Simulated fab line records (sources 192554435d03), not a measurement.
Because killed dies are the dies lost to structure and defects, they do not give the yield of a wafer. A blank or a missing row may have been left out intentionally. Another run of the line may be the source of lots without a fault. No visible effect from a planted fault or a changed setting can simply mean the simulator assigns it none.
Which tool was responsible? :: flow n5-finfet :: 7 lots with 20 wafers sampled at 8 steps, on a route of 1938 steps

WHAT EACH GAUGE READ, for each wafer
N5_BEOL_M13_CD_MEAS_28 targets a cd of 209.5 nm. Usual: cd-nm reads 209.7 nm (standard deviation 1.1).
lot: L370
measured: day 11 01:46
on: cd-sem-01
cd-nm (nm): 209.3 208.2 208.5
flag: 

lot: L374
measured: day 12 18:51
on: cd-sem-03
cd-nm (nm): 210.2 208.1 209.2
flag: 

lot: L378
measured: day 13 00:44
on: cd-sem-01
cd-nm (nm): 210.0 210.7 209.2
flag: 

lot: L379
measured: day 13 10:00
on: cd-sem-01
cd-nm (nm): 209.6 208.9
flag: 

lot: L386
measured: day 15 07:28
on: cd-sem-03
cd-nm (nm): 208.2 208.5 209.2
flag: 

lot: L389
measured: day 15 14:59
on: cd-sem-01
cd-nm (nm): 210.5 209.3 210.0
flag: 

lot: L391
measured: day 17 01:46
on: cd-sem-02
cd-nm (nm): 210.9 211.1 211.1
flag: 

N5_BEOL_M13_OCD_MEAS_35. Usual: trench-depth-nm reads 409 nm (standard deviation 4.6).
lot: L370
measured: day 11 02:44
on: ocd-02
trench-depth-nm (nm): 409 411 412
flag: 

lot: L374
measured: day 12 19:31
on: ocd-01
trench-depth-nm (nm): 411 379 384
flag: OFF

lot: L378
measured: day 13 01:29
on: ocd-02
trench-depth-nm (nm): 383 419 382
flag: OFF

lot: L379
measured: day 13 10:40
on: ocd-02
trench-depth-nm (nm): 380 409
flag: OFF

lot: L386
measured: day 15 08:08
on: ocd-01
trench-depth-nm (nm): 407 408 409
flag: 

lot: L389
measured: day 15 15:38
on: ocd-02
trench-depth-nm (nm): 423 415 405
flag: 

lot: L391
measured: day 17 02:25
on: ocd-02
trench-depth-nm (nm): 403 423 407
flag: 

N5_BEOL_M13_THK_MEAS_50: measures by xrf. Usual: M13_THK 416 nm, standard deviation 5.3.
lot: L370
measured: day 11 06:43
on: film-metro-01
M13_THK (nm): 411 414 416
flag: 

lot: L374
measured: day 12 21:49
on: film-metro-01
M13_THK (nm): 417 386 387
flag: OFF

lot: L378
measured: day 13 06:29
on: film-metro-01
M13_THK (nm): 389 425 388
flag: 

lot: L379
measured: day 13 12:18
on: film-metro-02
M13_THK (nm): 386 415
flag: 

lot: L386
measured: day 15 10:04
on: film-metro-02
M13_THK (nm): 414 416 418
flag: 

lot: L389
measured: day 15 17:49
on: film-metro-01
M13_THK (nm): 420 413 404
flag: 

lot: L391
measured: day 17 04:37
on: film-metro-01
M13_THK (nm): 407 429 410
flag: 

N5_BEOL_M13_RS_MEAS_54: measures by four-point-probe. Usual: M13_RS 0.0454 ohm/sq, standard deviation 0.00053.
lot: L370
measured: day 11 06:50
on: film-metro-02
M13_RS (ohm/sq): 0.0454 0.0451 0.0450
flag: 

lot: L374
measured: day 12 21:56
on: film-metro-02
M13_RS (ohm/sq): 0.0453 0.0491 0.0486
flag: OFF

lot: L378
measured: day 13 06:37
on: film-metro-02
M13_RS (ohm/sq): 0.0487 0.0442 0.0487
flag: OFF

lot: L379
measured: day 13 12:26
on: film-metro-02
M13_RS (ohm/sq): 0.0490 0.0455
flag: OFF

lot: L386
measured: day 15 10:12
on: film-metro-01
M13_RS (ohm/sq): 0.0456 0.0456 0.0454
flag: 

lot: L389
measured: day 15 17:59
on: film-metro-01
M13_RS (ohm/sq): 0.0440 0.0447 0.0458
flag: 

lot: L391
measured: day 17 04:46
on: film-metro-01
M13_RS (ohm/sq): 0.0460 0.0438 0.0456
flag: 

N5_BEOL_M15_RC_MEAS_101. Usual: COMB_M10 1.4e-11 S/m, standard deviation 3.2e-12; COMB_M11 1.31e-11 S/m, standard deviation 2.6e-12; COMB_M12 5.3e-12 S/m, standard deviation 1.3e-12; COMB_M13 3.5e-12 S/m, standard deviation 1.1e-12; COMB_M14 2.5e-12 S/m, standard deviation 9.2e-13; COMB_M15 1.4e-12 S/m, standard deviation 7.1e-13; COMB_M5 3.4e-11 S/m, standard deviation 7.9e-12; COMB_M6 2.4e-11 S/m, standard deviation 5.1e-12; COMB_M7 2.3e-11 S/m, standard deviation 4.9e-12; COMB_M8 2.4e-11 S/m, standard deviation 5.6e-12; COMB_M9 1.4e-11 S/m, standard deviation 3e-12; SERP_M10 3.02 ohm/um, standard deviation 0.057; SERP_M11 3.07 ohm/um, standard deviation 0.061; SERP_M12 0.638 ohm/um, standard deviation 0.011; SERP_M13 0.311 ohm/um, standard deviation 0.0054; SERP_M13_max_site 0.314 ohm/um, standard deviation 0.0055; SERP_M14 0.1589 ohm/um, standard deviation 0.0025; SERP_M5 39.4 ohm/um, standard deviation 1.5; SERP_M5_max_site 41.3 ohm/um, standard deviation 1.7; SERP_M6 13.7 ohm/um, standard deviation 0.44; SERP_M7 13.8 ohm/um, standard deviation 0.39; SERP_M8 13.6 ohm/um, standard deviation 0.43; SERP_M9 3.07 ohm/um, standard deviation 0.057.
lot: L370
measured: day 11 17:37
on: prober-01
COMB_M10 (S/m): 1.3e-11 1.7e-11 9e-12
COMB_M11 (S/m): 1.41e-11 1.17e-11 1e-11
COMB_M12 (S/m): 8.6e-12 8.2e-12 6.3e-12
COMB_M13 (S/m): 3.7e-12 3.7e-12 2.7e-12
COMB_M14 (S/m): 2.8e-12 1.7e-12 1.8e-12
COMB_M15 (S/m): 1.6e-12 1.7e-12 1.5e-12
COMB_M5 (S/m): 4.7e-11 3e-11 4e-11
COMB_M6 (S/m): 2.6e-11 3.4e-11 3.2e-11
COMB_M7 (S/m): 2.6e-11 2.5e-11 2.1e-11
COMB_M8 (S/m): 3.2e-11 2.8e-11 2.7e-11
COMB_M9 (S/m): 1.1e-11 1e-11 1.5e-11
SERP_M10 (ohm/um): 2.92 3.00 2.96
SERP_M11 (ohm/um): 3.09 3.06 3.06
SERP_M12 (ohm/um): 0.653 0.631 0.656
SERP_M13 (ohm/um): 0.311 0.316 0.308
SERP_M13_max_site (ohm/um): 0.313 0.317 0.311
SERP_M14 (ohm/um): 0.1593 0.1568 0.1579
SERP_M5 (ohm/um): 36.9 40.5 38.5
SERP_M5_max_site (ohm/um): 40.0 41.1 39.7
SERP_M6 (ohm/um): 14.6 14.0 14.6
SERP_M7 (ohm/um): 13.8 14.2 13.7
SERP_M8 (ohm/um): 14.2 13.9 13.7
SERP_M9 (ohm/um): 3.13 3.11 3.03
flag: 

lot: L374
measured: day 13 15:56
on: prober-01
COMB_M10 (S/m): 1.4e-11 1.6e-11 1.5e-11
COMB_M11 (S/m): 1.53e-11 1.8e-11 1.03e-11
COMB_M12 (S/m): 5.1e-12 4e-12 3.4e-12
COMB_M13 (S/m): 4.1e-12 4.5e-12 3.6e-12
COMB_M14 (S/m): 1.8e-12 3e-13 1.8e-12
COMB_M15 (S/m): 3e-13 1.5e-12 8e-13
COMB_M5 (S/m): 4.2e-11 4.6e-11 3.4e-11
COMB_M6 (S/m): 2.9e-11 3e-11 2.1e-11
COMB_M7 (S/m): 1.7e-11 1.8e-11 3e-11
COMB_M8 (S/m): 2.5e-11 2.6e-11 2e-11
COMB_M9 (S/m): 1.5e-11 1.7e-11 1.1e-11
SERP_M10 (ohm/um): 3.18 3.14 3.10
SERP_M11 (ohm/um): 3.08 3.03 3.11
SERP_M12 (ohm/um): 0.652 0.681 0.666
SERP_M13 (ohm/um): 0.310 0.340 0.336
SERP_M13_max_site (ohm/um): 0.313 0.345 0.342
SERP_M14 (ohm/um): 0.1574 0.1615 0.1588
SERP_M5 (ohm/um): 39.1 40.0 40.9
SERP_M5_max_site (ohm/um): 40.0 41.8 43.4
SERP_M6 (ohm/um): 13.4 13.4 12.6
SERP_M7 (ohm/um): 13.1 13.4 13.6
SERP_M8 (ohm/um): 14.1 13.6 14.4
SERP_M9 (ohm/um): 3.05 3.01 3.02
flag: OFF

lot: L378
measured: day 13 18:47
on: prober-02
COMB_M10 (S/m): 1.5e-11 1.7e-11 1.6e-11
COMB_M11 (S/m): 1.08e-11 8.8e-12 1.39e-11
COMB_M12 (S/m): 6.6e-12 6e-12 6e-12
COMB_M13 (S/m): 5.2e-12 5.4e-12 4.5e-12
COMB_M14 (S/m): 2.4e-12 2.9e-12 1.5e-12
COMB_M15 (S/m): 1.3e-12 2.2e-12 1.3e-12
COMB_M5 (S/m): 4.9e-11 3.1e-11 4e-11
COMB_M6 (S/m): 1.6e-11 2.5e-11 1.9e-11
COMB_M7 (S/m): 3.9e-11 2.7e-11 2.7e-11
COMB_M8 (S/m): 2.4e-11 2e-11 1.8e-11
COMB_M9 (S/m): 1.6e-11 1.6e-11 9e-12
SERP_M10 (ohm/um): 3.02 3.12 3.03
SERP_M11 (ohm/um): 3.10 2.96 2.97
SERP_M12 (ohm/um): 0.638 0.636 0.635
SERP_M13 (ohm/um): 0.333 0.300 0.336
SERP_M13_max_site (ohm/um): 0.336 0.306 0.338
SERP_M14 (ohm/um): 0.1548 0.1507 0.1562
SERP_M5 (ohm/um): 37.7 37.9 38.0
SERP_M5_max_site (ohm/um): 39.5 38.4 39.3
SERP_M6 (ohm/um): 13.6 12.7 13.8
SERP_M7 (ohm/um): 14.4 14.5 13.8
SERP_M8 (ohm/um): 14.1 13.6 13.1
SERP_M9 (ohm/um): 3.13 3.09 3.08
flag: 

lot: L379
measured: day 13 23:52
on: prober-01
COMB_M10 (S/m): 1.9e-11 1.8e-11
COMB_M11 (S/m): 1.42e-11 1.26e-11
COMB_M12 (S/m): 4.8e-12 5.6e-12
COMB_M13 (S/m): 2.3e-12 2.6e-12
COMB_M14 (S/m): 2e-12 3.7e-12
COMB_M15 (S/m): 1.5e-12 4e-13
COMB_M5 (S/m): 3e-11 2.5e-11
COMB_M6 (S/m): 1.8e-11 2e-11
COMB_M7 (S/m): 1.7e-11 1.7e-11
COMB_M8 (S/m): 2.2e-11 1.8e-11
COMB_M9 (S/m): 1.6e-11 2.1e-11
SERP_M10 (ohm/um): 3.14 3.16
SERP_M11 (ohm/um): 3.23 3.09
SERP_M12 (ohm/um): 0.640 0.656
SERP_M13 (ohm/um): 0.339 0.312
SERP_M13_max_site (ohm/um): 0.342 0.315
SERP_M14 (ohm/um): 0.1584 0.1565
SERP_M5 (ohm/um): 41.6 42.1
SERP_M5_max_site (ohm/um): 44.5 43.4
SERP_M6 (ohm/um): 13.8 13.9
SERP_M7 (ohm/um): 14.2 13.6
SERP_M8 (ohm/um): 13.8 12.7
SERP_M9 (ohm/um): 3.04 2.96
flag: 

lot: L386
measured: day 15 22:17
on: prober-01
COMB_M10 (S/m): 1.5e-11 1.1e-11 1.4e-11
COMB_M11 (S/m): 1.68e-11 1.05e-11 1.44e-11
COMB_M12 (S/m): 7.3e-12 5.1e-12 4e-12
COMB_M13 (S/m): 3e-12 3.6e-12 3.4e-12
COMB_M14 (S/m): 1.9e-12 2.2e-12 2e-12
COMB_M15 (S/m): 1.4e-12 5e-13 6e-13
COMB_M5 (S/m): 2.5e-11 3.4e-11 3.4e-11
COMB_M6 (S/m): 2e-11 2.6e-11 2.4e-11
COMB_M7 (S/m): 1.7e-11 2.1e-11 2.2e-11
COMB_M8 (S/m): 2.2e-11 2.2e-11 1.8e-11
COMB_M9 (S/m): 1.2e-11 1.4e-11 1.3e-11
SERP_M10 (ohm/um): 3.04 3.01 2.98
SERP_M11 (ohm/um): 3.09 3.02 3.13
SERP_M12 (ohm/um): 0.630 0.625 0.643
SERP_M13 (ohm/um): 0.318 0.314 0.315
SERP_M13_max_site (ohm/um): 0.321 0.318 0.318
SERP_M14 (ohm/um): 0.1603 0.1579 0.1607
SERP_M5 (ohm/um): 40.3 39.6 39.3
SERP_M5_max_site (ohm/um): 41.3 40.5 41.1
SERP_M6 (ohm/um): 13.0 13.8 13.2
SERP_M7 (ohm/um): 14.2 14.6 13.4
SERP_M8 (ohm/um): 12.4 12.9 13.2
SERP_M9 (ohm/um): 3.01 3.07 3.14
flag: 

lot: L389
measured: day 16 04:43
on: prober-01
COMB_M10 (S/m): 1.3e-11 1.3e-11 1e-11
COMB_M11 (S/m): 1.3e-11 9.4e-12 7.5e-12
COMB_M12 (S/m): 2.8e-12 3.4e-12 3.5e-12
COMB_M13 (S/m): 2.5e-12 4.2e-12 4.1e-12
COMB_M14 (S/m): 2.6e-12 2.6e-12 1.9e-12
COMB_M15 (S/m): 1e-12 8e-13 9e-13
COMB_M5 (S/m): 2.9e-11 3e-11 3.6e-11
COMB_M6 (S/m): 2.1e-11 2.4e-11 2.5e-11
COMB_M7 (S/m): 1.5e-11 2.1e-11 2e-11
COMB_M8 (S/m): 1.9e-11 2.5e-11 2.1e-11
COMB_M9 (S/m): 1.5e-11 1.4e-11 1.5e-11
SERP_M10 (ohm/um): 3.08 3.03 3.05
SERP_M11 (ohm/um): 3.11 3.09 3.10
SERP_M12 (ohm/um): 0.631 0.634 0.648
SERP_M13 (ohm/um): 0.300 0.306 0.317
SERP_M13_max_site (ohm/um): 0.304 0.314 0.320
SERP_M14 (ohm/um): 0.1604 0.1603 0.1606
SERP_M5 (ohm/um): 40.9 41.2 38.6
SERP_M5_max_site (ohm/um): 43.4 42.8 39.5
SERP_M6 (ohm/um): 12.9 12.7 13.3
SERP_M7 (ohm/um): 13.8 14.0 14.1
SERP_M8 (ohm/um): 14.1 14.2 13.8
SERP_M9 (ohm/um): 2.96 3.08 3.09
flag: 

lot: L391
measured: day 18 03:47
on: prober-02
COMB_M10 (S/m): 1.5e-11 1.3e-11 1.4e-11
COMB_M11 (S/m): 9.9e-12 1.23e-11 1.34e-11
COMB_M12 (S/m): 5e-12 5.7e-12 6e-12
COMB_M13 (S/m): 5.2e-12 3.2e-12 3.7e-12
COMB_M14 (S/m): 2.7e-12 1.9e-12 2.3e-12
COMB_M15 (S/m): 2e-12 2.3e-12 1.7e-12
COMB_M5 (S/m): 3.7e-11 4.3e-11 3.5e-11
COMB_M6 (S/m): 2.6e-11 1.9e-11 3.1e-11
COMB_M7 (S/m): 2.3e-11 2.7e-11 1.8e-11
COMB_M8 (S/m): 1.9e-11 2.6e-11 2.3e-11
COMB_M9 (S/m): 1.5e-11 1e-11 1.8e-11
SERP_M10 (ohm/um): 3.01 3.03 2.99
SERP_M11 (ohm/um): 3.12 3.14 3.19
SERP_M12 (ohm/um): 0.640 0.640 0.634
SERP_M13 (ohm/um): 0.311 0.296 0.311
SERP_M13_max_site (ohm/um): 0.313 0.298 0.313
SERP_M14 (ohm/um): 0.1580 0.1592 0.1559
SERP_M5 (ohm/um): 38.1 37.6 38.8
SERP_M5_max_site (ohm/um): 41.1 39.5 40.4
SERP_M6 (ohm/um): 13.8 13.3 13.1
SERP_M7 (ohm/um): 13.6 14.0 13.6
SERP_M8 (ohm/um): 13.5 13.2 13.5
SERP_M9 (ohm/um): 3.18 3.12 3.00
flag: 

EACH LOT AND THE TOOL THAT RAN IT (in order: tool; ch and the chambers of the sampled wafers; start)
lot: L370
N5_BEOL_M13_TRENCH_ETCH_34: rie-diel-01 ch 0,2, day 11 02:33
N5_BEOL_M13_ETCH_38: rie-diel-01 ch 1,2, day 11 04:31
N5_BEOL_M13_DEGAS_41: pvd-sputter-01, day 11 05:15

lot: L374
N5_BEOL_M13_TRENCH_ETCH_34: rie-diel-01 ch 0,2, day 12 19:20
N5_BEOL_M13_ETCH_38: rie-diel-06 ch 1,3, day 12 20:18
N5_BEOL_M13_DEGAS_41: pvd-sputter-02, day 12 20:42

lot: L378
N5_BEOL_M13_TRENCH_ETCH_34: rie-diel-01 ch 0,3, day 13 01:19
N5_BEOL_M13_ETCH_38: rie-diel-02 ch 0,2, day 13 04:28
N5_BEOL_M13_DEGAS_41: pvd-sputter-02, day 13 05:22

lot: L379
N5_BEOL_M13_TRENCH_ETCH_34: rie-diel-01 ch 1,2, day 13 10:33
N5_BEOL_M13_ETCH_38: rie-diel-02 ch 0,2, day 13 10:50
N5_BEOL_M13_DEGAS_41: pvd-sputter-01, day 13 11:02

lot: L386
N5_BEOL_M13_TRENCH_ETCH_34: rie-diel-02 ch 1,2, day 15 07:58
N5_BEOL_M13_ETCH_38: rie-diel-02 ch 0,2,3, day 15 08:20
N5_BEOL_M13_DEGAS_41: pvd-sputter-02, day 15 08:56

lot: L389
N5_BEOL_M13_TRENCH_ETCH_34: rie-diel-06 ch 1,2,3, day 15 15:28
N5_BEOL_M13_ETCH_38: rie-diel-01 ch 0,1,3, day 15 15:52
N5_BEOL_M13_DEGAS_41: pvd-sputter-01, day 15 16:43

lot: L391
N5_BEOL_M13_TRENCH_ETCH_34: rie-diel-01 ch 1,2, day 17 02:15
N5_BEOL_M13_ETCH_38: rie-diel-01 ch 0,3, day 17 02:59
N5_BEOL_M13_DEGAS_41: pvd-sputter-02, day 17 03:26
- N5_BEOL_M13_TRENCH_ETCH_34: etches SiOC in C4F8/O2/Ar, target depth 413.47 nm, time 162.6 s.
- N5_BEOL_M13_ETCH_38: etches SiCN in CF4/N2, target depth 67.5 nm, time 71.9 s.
- N5_BEOL_M13_DEGAS_41: time 60 s.

WHAT THE TOOLS THEMSELVES READ (means of the sampled wafers that have a number; where no wafer has one, the mark that the record gives instead)
N5_BEOL_M13_TRENCH_ETCH_34. Usual: drypump-motor-current-A 5.5 A, standard deviation 0.53; he-inner-torr 15.00 Torr, standard deviation 0.03; oes-product-au 0.75 a.u., standard deviation 0.073; rf-vpp-V 664 V, standard deviation 3.8; showerhead-plenum-p-Torr 3.37 Torr, standard deviation 0.14; throttle-valve-pct 24.16 %, standard deviation 0.22.
lot: L370
tool: rie-diel-01
drypump-motor-current-A (A): 6.0
he-inner-torr (Torr): 15.02
oes-product-au (a.u.): 0.73
rf-vpp-V (V): 663
showerhead-plenum-p-Torr (Torr): 3.32
throttle-valve-pct (%): 24.00
flag: 

lot: L374
tool: rie-diel-01
drypump-motor-current-A (A): 5.7
he-inner-torr (Torr): 14.99
oes-product-au (a.u.): 0.74
rf-vpp-V (V): 661
showerhead-plenum-p-Torr (Torr): 3.24
throttle-valve-pct (%): 24.04
flag: 

lot: L378
tool: rie-diel-01
drypump-motor-current-A (A): 5.5
he-inner-torr (Torr): 15.01
oes-product-au (a.u.): 0.82
rf-vpp-V (V): 660
showerhead-plenum-p-Torr (Torr): 3.24
throttle-valve-pct (%): 24.02
flag: 

lot: L379
tool: rie-diel-01
drypump-motor-current-A (A): 5.5
he-inner-torr (Torr): 14.98
oes-product-au (a.u.): 0.69
rf-vpp-V (V): 666
showerhead-plenum-p-Torr (Torr): 3.45
throttle-valve-pct (%): 24.28
flag: 

lot: L386
tool: rie-diel-02
drypump-motor-current-A (A): 5.5
he-inner-torr (Torr): 14.97
oes-product-au (a.u.): 0.72
rf-vpp-V (V): 662
showerhead-plenum-p-Torr (Torr): 3.26
throttle-valve-pct (%): 24.11
flag: 

lot: L389
tool: rie-diel-06
drypump-motor-current-A (A): 5.2
he-inner-torr (Torr): 15.01
oes-product-au (a.u.): 0.78
rf-vpp-V (V): 665
showerhead-plenum-p-Torr (Torr): 3.38
throttle-valve-pct (%): 24.12
flag: 

lot: L391
tool: rie-diel-01
drypump-motor-current-A (A): 5.8
he-inner-torr (Torr): 15.01
oes-product-au (a.u.): 0.78
rf-vpp-V (V): 665
showerhead-plenum-p-Torr (Torr): 3.41
throttle-valve-pct (%): 24.11
flag: 

N5_BEOL_M13_ETCH_38. Usual: drypump-motor-current-A 5.5 A, standard deviation 0.52; oes-product-au 0.76 a.u., standard deviation 0.085; rf-vpp-V 381.3 V, standard deviation 2.3; showerhead-plenum-p-Torr 2.17 Torr, standard deviation 0.088; throttle-valve-pct 15.41 %, standard deviation 0.21.
lot: L370
tool: rie-diel-01
drypump-motor-current-A (A): 5.8
oes-product-au (a.u.): 0.70
rf-vpp-V (V): 382.3
showerhead-plenum-p-Torr (Torr): 2.22
throttle-valve-pct (%): 15.47
flag: 

lot: L374
tool: rie-diel-06
drypump-motor-current-A (A): 5.1
oes-product-au (a.u.): 0.82
rf-vpp-V (V): 382.2
showerhead-plenum-p-Torr (Torr): 2.19
throttle-valve-pct (%): 15.36
flag: 

lot: L378
tool: rie-diel-02
drypump-motor-current-A (A): 5.2
oes-product-au (a.u.): 0.79
rf-vpp-V (V): 383.4
showerhead-plenum-p-Torr (Torr): 2.25
throttle-valve-pct (%): 15.25
flag: 

lot: L379
tool: rie-diel-02
drypump-motor-current-A (A): 5.2
oes-product-au (a.u.): 0.76
rf-vpp-V (V): 382.2
showerhead-plenum-p-Torr (Torr): 2.21
throttle-valve-pct (%): 15.30
flag: 

lot: L386
tool: rie-diel-02
drypump-motor-current-A (A): 5.4
oes-product-au (a.u.): 0.74
rf-vpp-V (V): 381.4
showerhead-plenum-p-Torr (Torr): 2.20
throttle-valve-pct (%): 15.39
flag: 

lot: L389
tool: rie-diel-01
drypump-motor-current-A (A): 5.3
oes-product-au (a.u.): 0.78
rf-vpp-V (V): 380.6
showerhead-plenum-p-Torr (Torr): 2.15
throttle-valve-pct (%): 15.43
flag: 

lot: L391
tool: rie-diel-01
drypump-motor-current-A (A): 5.6
oes-product-au (a.u.): 0.85
rf-vpp-V (V): 380.1
showerhead-plenum-p-Torr (Torr): 2.12
throttle-valve-pct (%): 15.23
flag: 

N5_BEOL_M13_DEGAS_41. Usual: heater-power-w 335 W, standard deviation 35; susceptor-temp-C 250.01 C, standard deviation 0.16.
lot: L370
tool: pvd-sputter-01
heater-power-w (W): 319
susceptor-temp-C (C): 250.14
flag: 

lot: L374
tool: pvd-sputter-02
heater-power-w (W): 319
susceptor-temp-C (C): 250.06
flag: 

lot: L378
tool: pvd-sputter-02
heater-power-w (W): 303
susceptor-temp-C (C): 249.97
flag: 

lot: L379
tool: pvd-sputter-01
heater-power-w (W): 338
susceptor-temp-C (C): 250.04
flag: 

lot: L386
tool: pvd-sputter-02
heater-power-w (W): 298
susceptor-temp-C (C): 249.94
flag: 

lot: L389
tool: pvd-sputter-01
heater-power-w (W): 329
susceptor-temp-C (C): 250.03
flag: 

lot: L391
tool: pvd-sputter-02
heater-power-w (W): 335
susceptor-temp-C (C): 250.13
flag: 

THE ANSWER, worked out from the rows above alone
Rule: a lot counts as off when the mean over its wafers that have a number is more than 3 standard deviations away from the usual mean. A lot without any number at a reading at which 4 lots or more have one is off too. The other lots that the step has rows for count as sound. First the gauges in route order, then the tools' own readings, where a lot's mean is used as printed above. At the first step where some lot is off, the reading lying furthest off is the one used; lots without a number count as furthest.
Off: L374, L378, L379 (N5_BEOL_M13_OCD_MEAS_35, trench-depth-nm).
A tool fits if, at a process step before that reading, it ran every lot that is off, and no sound lot after the first of them. Not tried: the gauges at N5_BEOL_M13_OCD_MEAS_35; whatever is off there is also off at N5_BEOL_M13_RS_MEAS_54, on other tools, and gauge error can't account for it. None of those tried fits.

WHAT THE SIMULATOR HAD INSERTED
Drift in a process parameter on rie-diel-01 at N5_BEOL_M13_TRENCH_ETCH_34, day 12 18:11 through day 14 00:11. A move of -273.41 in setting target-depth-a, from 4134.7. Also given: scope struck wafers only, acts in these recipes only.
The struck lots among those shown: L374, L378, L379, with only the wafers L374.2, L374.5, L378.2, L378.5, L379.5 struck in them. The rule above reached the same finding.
